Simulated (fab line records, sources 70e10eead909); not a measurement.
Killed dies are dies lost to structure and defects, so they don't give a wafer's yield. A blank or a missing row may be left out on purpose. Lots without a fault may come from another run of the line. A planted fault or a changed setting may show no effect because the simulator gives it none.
Which tool did it? | flow nand_harc | 24 lots, 72 wafers sampled, at 6 steps of a route of 1302

WHAT THE GAUGES READ, wafer by wafer
The record holds no reading of a measuring or inspecting step that can be judged against a usual standard deviation.

WHICH TOOL RAN EACH LOT (tool, then ch and the chambers of the sampled wafers, then the start)
lot  | NHARC_A_STAIRCASE_DESCUM_219       | NHARC_A_STAIRCASE_ETCH_232                    | NHARC_A_STAIRCASE_TRIM_235                    | NHARC_A_STAIRCASE_DEP_259       | NHARC_A_STAIRCASE_DESCUM_270       | NHARC_A_STAIRCASE_ETCH_294
L074 | rie_diel-08 ch 0,1,3, day 16 05:22 | rie_diel-11 ch 0,1,3, day 16 13:47 or earlier | rie_diel-11 ch 0,2, day 16 13:47 or earlier   | pecvd-02 ch 0,1, day 16 13:47   | rie_diel-08 ch 1,3, day 16 14:46   | rie_diel-07 ch 1,3, no start
L075 | rie_diel-07 ch 1,3, day 16 08:41   | rie_diel-07 ch 1,2,3, day 16 15:29 or earlier | rie_diel-07 ch 0,3, day 16 15:29 or earlier   | pecvd-01 ch 0,1, day 16 15:29   | rie_diel-07 ch 0,3, day 16 16:26   | rie_diel-11 ch 0,1, no start
L076 | rie_diel-11 ch 1,2,3, day 16 15:33 | rie_diel-11 ch 1,2, day 17 00:09 or earlier   | rie_diel-11 ch 2,3, day 17 00:09 or earlier   | pecvd-02 ch 0,1, day 17 00:09   | rie_diel-07 ch 1,2, day 17 01:06   | rie_diel-07 ch 0,3, no start
L078 | rie_diel-07 ch 1,2,3, day 17 14:31 | rie_diel-11 ch 0,1, day 17 22:01 or earlier   | rie_diel-11 ch 1,2,3, day 17 22:01 or earlier | pecvd-02 ch 0,2, day 17 22:01   | rie_diel-07 ch 0,3, day 17 22:59   | rie_diel-07 ch 0,1,3, no start
L077 | rie_diel-07 ch 0,1,3, day 17 14:43 | rie_diel-07 ch 0,2,3, day 17 23:06 or earlier | rie_diel-07 ch 0,2,3, day 17 23:06 or earlier | pecvd-01 ch 0,1, day 17 23:06   | rie_diel-07 ch 1,2,3, day 18 00:39 | rie_diel-11 ch 0,2,3, no start
L079 | rie_diel-07 ch 0,3, day 18 10:10   | rie_diel-11 ch 1,3, day 18 18:55 or earlier   | rie_diel-11 ch 0,1,2, day 18 18:55 or earlier | pecvd-03 ch 1,2, day 18 18:55   | rie_diel-08 ch 1,3, day 18 19:47   | rie_diel-08 ch 1,2, no start
L080 | rie_diel-08 ch 0,1,2, day 18 10:26 | rie_diel-08 ch 0,1,3, day 18 17:08 or earlier | rie_diel-08 ch 0,1,3, day 18 17:08 or earlier | pecvd-02 ch 0,1,2, day 18 17:08 | rie_diel-07 ch 0,1, day 18 17:54   | rie_diel-07 ch 0,3, no start
L083 | rie_diel-07 ch 1,2, day 20 01:07   | rie_diel-07 ch 0,2, day 20 08:26 or earlier   | rie_diel-07 ch 0,1,3, day 20 08:26 or earlier | pecvd-03 ch 0,1, day 20 08:26   | rie_diel-11 ch 1,2, day 20 09:25   | rie_diel-07 ch 0,1,2, no start
L082 | rie_diel-07 ch 0,2,3, day 20 08:00 | rie_diel-08 ch 1,2,3, day 20 15:13 or earlier | rie_diel-08 ch 0,1,2, day 20 15:13 or earlier | pecvd-03 ch 1,2, day 20 15:13   | rie_diel-11 ch 0,2,3, day 20 16:11 | rie_diel-08 ch 1,2,3, no start
L081 | rie_diel-07 ch 0,1,2, day 20 08:46 | rie_diel-07 ch 0,2,3, day 20 16:44 or earlier | rie_diel-07 ch 0,3, day 20 16:44 or earlier   | pecvd-02 ch 1,2, day 20 16:44   | rie_diel-07 ch 0,2, day 20 17:34   | rie_diel-11 ch 1,2,3, no start
L085 | rie_diel-11 ch 1,2, day 20 14:49   | rie_diel-11 ch 0,3, day 20 23:53 or earlier   | rie_diel-11 ch 0,3, day 20 23:53 or earlier   | pecvd-02 ch 0,1,2, day 20 23:53 | rie_diel-11 ch 2,3, day 21 00:47   | rie_diel-07 ch 0,2,3, no start
L084 | rie_diel-08 ch 1,2, day 20 23:10   | rie_diel-11 ch 0,1,3, day 21 06:01 or earlier | rie_diel-11 ch 0,2,3, day 21 06:01 or earlier | pecvd-02 ch 0,2, day 21 06:01   | rie_diel-07 ch 0,3, day 21 06:57   | rie_diel-11 ch 0,2,3, no start
L086 | rie_diel-07 ch 0,2,3, day 21 11:45 | rie_diel-07 ch 1,2, day 21 21:49 or earlier   | rie_diel-07 ch 2,3, day 21 21:49 or earlier   | pecvd-03 ch 0,1, day 21 21:49   | rie_diel-11 ch 0,1, day 21 22:39   | rie_diel-11 ch 0,2,3, no start
L087 | rie_diel-08 ch 1,3, day 21 13:02   | rie_diel-08 ch 0,2,3, day 21 22:39 or earlier | rie_diel-08 ch 1,3, day 21 22:39 or earlier   | pecvd-02 ch 1,2, day 21 22:39   | rie_diel-07 ch 0,1,3, day 21 23:37 | rie_diel-11 ch 1,2,3, no start
L090 | rie_diel-11 ch 1,2,3, day 22 13:53 | rie_diel-11 ch 1,2,3, day 23 00:24 or earlier | rie_diel-11 ch 0,1,2, day 23 00:24 or earlier | pecvd-03 ch 0,1,2, day 23 00:24 | rie_diel-07 ch 0,1,3, day 23 01:15 | rie_diel-11 ch 0,1,3, no start
L088 | rie_diel-07 ch 0,1, day 22 14:34   | rie_diel-07 ch 1,3, day 22 21:25 or earlier   | rie_diel-07 ch 0,1, day 22 21:25 or earlier   | pecvd-03 ch 1,2, day 22 21:25   | rie_diel-11 ch 0,3, day 22 23:06   | rie_diel-07 ch 1,3, no start
L089 | rie_diel-07 ch 2,3, day 22 15:01   | rie_diel-07 ch 0,1,2, day 22 22:10 or earlier | rie_diel-07 ch 0,3, day 22 22:10 or earlier   | pecvd-03 ch 1,2, day 22 22:10   | rie_diel-11 ch 2,3, day 22 23:08   | rie_diel-08 ch 1,3, no start
L092 | rie_diel-07 ch 1,2,3, day 23 02:57 | rie_diel-11 ch 0,1,2, day 23 17:19 or earlier | rie_diel-11 ch 0,2,3, day 23 17:19 or earlier | pecvd-02 ch 0,1,2, day 23 17:19 | rie_diel-08 ch 0,1,2, day 23 18:25 | rie_diel-11 ch 1,2,3, no start
L091 | rie_diel-07 ch 2,3, day 23 06:27   | rie_diel-08 ch 1,2,3, day 23 17:09 or earlier | rie_diel-08 ch 0,2,3, day 23 17:09 or earlier | pecvd-02 ch 0,1, day 23 17:09   | rie_diel-07 ch 0,1,2, day 23 18:01 | rie_diel-11 ch 0,2,3, no start
L093 | rie_diel-11 ch 2,3, day 24 05:53   | rie_diel-11 ch 1,2, day 24 14:19 or earlier   | rie_diel-11 ch 2,3, day 24 14:19 or earlier   | pecvd-03 ch 0,1,2, day 24 14:19 | rie_diel-07 ch 1,2, day 24 15:12   | rie_diel-11 ch 2,3, no start
L094 | rie_diel-08 ch 0,1,2, day 24 23:30 | rie_diel-11 ch 2,3, day 25 06:21 or earlier   | rie_diel-11 ch 0,2,3, day 25 06:21 or earlier | pecvd-03 ch 0,2, day 25 06:21   | rie_diel-08 ch 0,1,2, day 25 07:10 | rie_diel-11 ch 0,2,3, no start
L095 | rie_diel-08 ch 0,2,3, day 25 03:43 | rie_diel-07 ch 2,3, day 25 10:10 or earlier   | rie_diel-07 ch 1,2, day 25 10:10 or earlier   | pecvd-03 ch 0,2, day 25 10:10   | rie_diel-11 ch 0,2,3, day 25 11:10 | rie_diel-07 ch 1,3, no start
L096 | rie_diel-07 ch 0,2,3, day 25 09:10 | rie_diel-07 ch 0,2,3, day 25 16:32 or earlier | rie_diel-07 ch 0,1,2, day 25 16:32 or earlier | pecvd-03 ch 1,2, day 25 16:32   | rie_diel-11 ch 1,3, day 25 17:32   | rie_diel-07 ch 0,2, no start
L097 | rie_diel-08 ch 0,1,3, day 25 09:35 | rie_diel-08 ch 0,2,3, day 25 17:57 or earlier | rie_diel-08 ch 0,1,3, day 25 17:57 or earlier | pecvd-03 ch 0,1,2, day 25 17:57 | rie_diel-07 ch 0,1,2, day 25 18:58 | rie_diel-08 ch 0,2,3, no start
- NHARC_A_STAIRCASE_DESCUM_219: chemistry O2, time 3 s.
- NHARC_A_STAIRCASE_ETCH_232: etches the open film in C4F8/O2, target depth 100 nm, time 40.5 s.
- NHARC_A_STAIRCASE_TRIM_235: chemistry O2, time 211.2 s.
- NHARC_A_STAIRCASE_DEP_259: deposits SiON, target thk 30 nm.
- NHARC_A_STAIRCASE_DESCUM_270: chemistry O2, time 3 s.
- NHARC_A_STAIRCASE_ETCH_294: etches the open film in C4F8/O2/Ar, target depth 4989 nm, time 1211.6 s.

WHAT THE TOOLS THEMSELVES READ (means of the sampled wafers that have a number; where no wafer has one, the mark that the record gives instead)
NHARC_A_STAIRCASE_DESCUM_219.
lot  | tool        | drypump_motor_current_A (A) | oes_product_au (a.u.) | rf_vpp_V (V) | showerhead_plenum_p_Torr (Torr) | throttle_valve_pct (%)
L074 | rie_diel-08 | 5.6                         | 0.993                 | 57.8         | 1.89                            | 11.309
L075 | rie_diel-07 | 5.4                         | 1.007                 | 57.3         | 1.89                            | 11.315
L076 | rie_diel-11 | 5.4                         | 1.003                 | 57.8         | 1.89                            | 11.303
L078 | rie_diel-07 | 5.5                         | 1.007                 | 56.8         | 1.93                            | 11.319
L077 | rie_diel-07 | 5.8                         | 1.002                 | 57.4         | 1.88                            | 11.322
L079 | rie_diel-07 | 5.9                         | 1.003                 | 57.0         | 1.87                            | 11.311
L080 | rie_diel-08 | 5.8                         | 0.990                 | 57.0         | 1.89                            | 11.309
L083 | rie_diel-07 | 5.6                         | 1.001                 | 58.1         | 1.97                            | 11.309
L082 | rie_diel-07 | 5.6                         | 1.010                 | 58.3         | 1.92                            | 11.312
L081 | rie_diel-07 | 5.9                         | 1.005                 | 57.9         | 1.91                            | 11.321
L085 | rie_diel-11 | 5.5                         | 0.996                 | 57.9         | 1.86                            | 11.321
L084 | rie_diel-08 | 5.8                         | 0.982                 | 57.7         | 1.88                            | 11.315
L086 | rie_diel-07 | 5.6                         | 0.999                 | 58.2         | 1.92                            | 11.315
L087 | rie_diel-08 | 5.7                         | 0.987                 | 57.2         | 1.88                            | 11.315
L090 | rie_diel-11 | 5.4                         | 0.995                 | 57.4         | 1.88                            | 11.308
L088 | rie_diel-07 | 6.2                         | 0.998                 | 58.0         | 1.86                            | 11.311
L089 | rie_diel-07 | 5.1                         | 1.009                 | 57.8         | 1.93                            | 11.318
L092 | rie_diel-07 | 5.5                         | 1.006                 | 57.9         | 1.92                            | 11.318
L091 | rie_diel-07 | 5.1                         | 1.007                 | 58.2         | 1.92                            | 11.315
L093 | rie_diel-11 | 5.2                         | 1.002                 | 58.1         | 1.86                            | 11.313
L094 | rie_diel-08 | 5.7                         | 0.988                 | 56.5         | 1.88                            | 11.314
L095 | rie_diel-08 | 5.9                         | 0.985                 | 57.8         | 1.86                            | 11.317
L096 | rie_diel-07 | 5.6                         | 1.006                 | 57.7         | 1.91                            | 11.308
L097 | rie_diel-08 | 5.7                         | 1.005                 | 57.8         | 1.87                            | 11.314

NHARC_A_STAIRCASE_ETCH_232.
lot  | tool        | oes_product_au (a.u.) | rf_vpp_V (V)
L074 | rie_diel-11 | 0.935                 | 894
L075 | rie_diel-07 | 0.958                 | 898
L076 | rie_diel-11 | 0.949                 | 895
L078 | rie_diel-11 | 0.955                 | 895
L077 | rie_diel-07 | 0.949                 | 897
L079 | rie_diel-11 | 0.950                 | 895
L080 | rie_diel-08 | 0.935                 | 894
L083 | rie_diel-07 | 0.943                 | 899
L082 | rie_diel-08 | 0.935                 | 894
L081 | rie_diel-07 | 0.960                 | 896
L085 | rie_diel-11 | 0.933                 | 895
L084 | rie_diel-11 | 0.953                 | 894
L086 | rie_diel-07 | 0.952                 | 896
L087 | rie_diel-08 | 0.945                 | 892
L090 | rie_diel-11 | 0.940                 | 893
L088 | rie_diel-07 | 0.949                 | 894
L089 | rie_diel-07 | 0.934                 | 896
L092 | rie_diel-11 | 0.952                 | 894
L091 | rie_diel-08 | 0.945                 | 892
L093 | rie_diel-11 | 0.946                 | 892
L094 | rie_diel-11 | 0.957                 | 892
L095 | rie_diel-07 | 0.967                 | 900
L096 | rie_diel-07 | 0.941                 | 896
L097 | rie_diel-08 | 0.936                 | 894

NHARC_A_STAIRCASE_TRIM_235.
lot  | tool        | drypump_motor_current_A (A) | oes_product_au (a.u.) | rf_vpp_V (V) | showerhead_plenum_p_Torr (Torr) | throttle_valve_pct (%)
L074 | rie_diel-11 | 5.6                         | 0.995                 | 56.9         | 3.50                            | 17.037
L075 | rie_diel-07 | 5.9                         | 1.002                 | 57.8         | 3.46                            | 17.039
L076 | rie_diel-11 | 5.2                         | 1.002                 | 57.9         | 3.50                            | 17.040
L078 | rie_diel-11 | 5.5                         | 0.996                 | 56.6         | 3.48                            | 17.043
L077 | rie_diel-07 | 5.6                         | 1.010                 | 57.2         | 3.55                            | 17.034
L079 | rie_diel-11 | 5.7                         | 0.993                 | 57.9         | 3.47                            | 17.036
L080 | rie_diel-08 | 5.7                         | 0.995                 | 57.7         | 3.48                            | 17.033
L083 | rie_diel-07 | 5.8                         | 0.999                 | 58.0         | 3.46                            | 17.038
L082 | rie_diel-08 | 5.8                         | 0.985                 | 58.2         | 3.48                            | 17.034
L081 | rie_diel-07 | 5.9                         | 0.998                 | 56.9         | 3.44                            | 17.026
L085 | rie_diel-11 | 5.5                         | 0.991                 | 58.1         | 3.51                            | 17.037
L084 | rie_diel-11 | 5.4                         | 0.992                 | 58.7         | 3.49                            | 17.030
L086 | rie_diel-07 | 5.2                         | 1.003                 | 57.7         | 3.55                            | 17.026
L087 | rie_diel-08 | 5.8                         | 0.994                 | 57.8         | 3.44                            | 17.040
L090 | rie_diel-11 | 5.7                         | 0.992                 | 58.0         | 3.46                            | 17.029
L088 | rie_diel-07 | 6.2                         | 0.978                 | 57.1         | 3.44                            | 17.031
L089 | rie_diel-07 | 5.4                         | 1.001                 | 57.3         | 3.45                            | 17.037
L092 | rie_diel-11 | 5.4                         | 0.999                 | 57.6         | 3.47                            | 17.038
L091 | rie_diel-08 | 5.9                         | 0.991                 | 57.7         | 3.45                            | 17.035
L093 | rie_diel-11 | 5.3                         | 0.997                 | 56.9         | 3.44                            | 17.037
L094 | rie_diel-11 | 5.4                         | 1.007                 | 57.0         | 3.47                            | 17.045
L095 | rie_diel-07 | 5.7                         | 1.008                 | 58.7         | 3.61                            | 17.034
L096 | rie_diel-07 | 5.9                         | 1.004                 | 58.0         | 3.51                            | 17.034
L097 | rie_diel-08 | 5.7                         | 0.987                 | 58.1         | 3.46                            | 17.031

NHARC_A_STAIRCASE_DEP_259.
lot  | tool     | heater_power_w (W) | susceptor_temp_C (C)
L074 | pecvd-02 | 833                | 400.02
L075 | pecvd-01 | 756                | 400.03
L076 | pecvd-02 | 775                | 399.82
L078 | pecvd-02 | 693                | 400.16
L077 | pecvd-01 | 755                | 399.74
L079 | pecvd-03 | 665                | 400.18
L080 | pecvd-02 | 769                | 399.91
L083 | pecvd-03 | 707                | 399.99
L082 | pecvd-03 | 591                | 400.24
L081 | pecvd-02 | 645                | 400.04
L085 | pecvd-02 | 744                | 400.01
L084 | pecvd-02 | 726                | 400.10
L086 | pecvd-03 | 670                | 400.26
L087 | pecvd-02 | 680                | 400.12
L090 | pecvd-03 | 677                | 400.07
L088 | pecvd-03 | 597                | 400.18
L089 | pecvd-03 | 616                | 400.10
L092 | pecvd-02 | 750                | 399.86
L091 | pecvd-02 | 839                | 399.83
L093 | pecvd-03 | 681                | 400.07
L094 | pecvd-03 | 687                | 400.03
L095 | pecvd-03 | 644                | 400.14
L096 | pecvd-03 | 617                | 399.75
L097 | pecvd-03 | 674                | 400.13

NHARC_A_STAIRCASE_DESCUM_270.
lot  | tool        | drypump_motor_current_A (A) | oes_product_au (a.u.) | rf_vpp_V (V) | showerhead_plenum_p_Torr (Torr) | throttle_valve_pct (%)
L074 | rie_diel-08 | 5.7                         | 0.990                 | 57.4         | 1.89                            | 11.306
L075 | rie_diel-07 | 5.4                         | 1.008                 | 58.0         | 1.88                            | 11.316
L076 | rie_diel-07 | 5.6                         | 1.017                 | 57.3         | 1.98                            | 11.305
L078 | rie_diel-07 | 5.4                         | 1.003                 | 56.7         | 1.88                            | 11.309
L077 | rie_diel-07 | 5.5                         | 1.006                 | 57.4         | 1.93                            | 11.311
L079 | rie_diel-08 | 5.7                         | 0.984                 | 57.4         | 1.89                            | 11.305
L080 | rie_diel-07 | 6.2                         | 0.994                 | 57.2         | 1.86                            | 11.304
L083 | rie_diel-11 | 5.7                         | 0.987                 | 57.7         | 1.87                            | 11.312
L082 | rie_diel-11 | 5.4                         | 0.995                 | 57.6         | 1.89                            | 11.305
L081 | rie_diel-07 | 5.7                         | 1.015                 | 57.5         | 1.96                            | 11.315
L085 | rie_diel-11 | 5.2                         | 0.994                 | 57.2         | 1.89                            | 11.324
L084 | rie_diel-07 | 5.4                         | 1.001                 | 58.0         | 1.87                            | 11.319
L086 | rie_diel-11 | 5.8                         | 0.996                 | 57.8         | 1.88                            | 11.304
L087 | rie_diel-07 | 5.8                         | 0.993                 | 56.7         | 1.87                            | 11.301
L090 | rie_diel-07 | 5.8                         | 0.996                 | 58.0         | 1.86                            | 11.316
L088 | rie_diel-11 | 5.3                         | 1.002                 | 57.7         | 1.90                            | 11.307
L089 | rie_diel-11 | 5.3                         | 0.999                 | 57.7         | 1.87                            | 11.303
L092 | rie_diel-08 | 5.7                         | 0.987                 | 57.6         | 1.88                            | 11.312
L091 | rie_diel-07 | 5.9                         | 1.002                 | 57.5         | 1.90                            | 11.304
L093 | rie_diel-07 | 5.9                         | 1.000                 | 57.7         | 1.91                            | 11.318
L094 | rie_diel-08 | 5.8                         | 0.984                 | 57.8         | 1.88                            | 11.315
L095 | rie_diel-11 | 5.4                         | 0.990                 | 57.5         | 1.88                            | 11.322
L096 | rie_diel-11 | 5.6                         | 1.002                 | 57.5         | 1.87                            | 11.316
L097 | rie_diel-07 | 5.9                         | 0.994                 | 57.5         | 1.90                            | 11.314

NHARC_A_STAIRCASE_ETCH_294.
lot  | tool        | oes_product_au (a.u.) | rf_vpp_V (V)
L074 | rie_diel-07 | 0.923                 | 1823
L075 | rie_diel-11 | 0.933                 | 1825
L076 | rie_diel-07 | 0.932                 | 1824
L078 | rie_diel-07 | 0.926                 | 1821
L077 | rie_diel-11 | 0.933                 | 1824
L079 | rie_diel-08 | 0.919                 | 1823
L080 | rie_diel-07 | 0.942                 | 1822
L083 | rie_diel-07 | 0.942                 | 1827
L082 | rie_diel-08 | 0.924                 | 1822
L081 | rie_diel-11 | 0.927                 | 1822
L085 | rie_diel-07 | 0.936                 | 1826
L084 | rie_diel-11 | 0.924                 | 1824
L086 | rie_diel-11 | 0.932                 | 1824
L087 | rie_diel-11 | 0.940                 | 1823
L090 | rie_diel-11 | 0.950                 | 1823
L088 | rie_diel-07 | 0.939                 | 1822
L089 | rie_diel-08 | 0.938                 | 1822
L092 | rie_diel-11 | 0.922                 | 1821
L091 | rie_diel-11 | 0.921                 | 1823
L093 | rie_diel-11 | 0.937                 | 1823
L094 | rie_diel-11 | 0.926                 | 1822
L095 | rie_diel-07 | 0.931                 | 1821
L096 | rie_diel-07 | 0.932                 | 1825
L097 | rie_diel-08 | 0.943                 | 1821

THE ANSWER, worked out from the rows above alone
Rule: what is usual is taken from the lots themselves. Put in order of their means at a reading, lots are off if they are a third of the lots or fewer, leave a main group of 4 or more, and stand apart from it by a gap of 3 or more times the standard deviation of the main group's means; of several such gaps the widest counts. A main group whose means are all the same, to the digits that the tables above print for the reading, isn't used. A lot without any number at a reading at which 4 lots or more have one is off too. The other lots that the step has rows for count as sound. The gauges are gone through in route order, then the tools' own readings, and for those a lot's mean is taken as printed above. The first step at which some lot is off is used, and at that step the reading that is off furthest; a lot without a number counts as furthest.
No lot is off at any reading shown: from this, nothing can be told.

WHAT THE SIMULATOR HAD PUT IN
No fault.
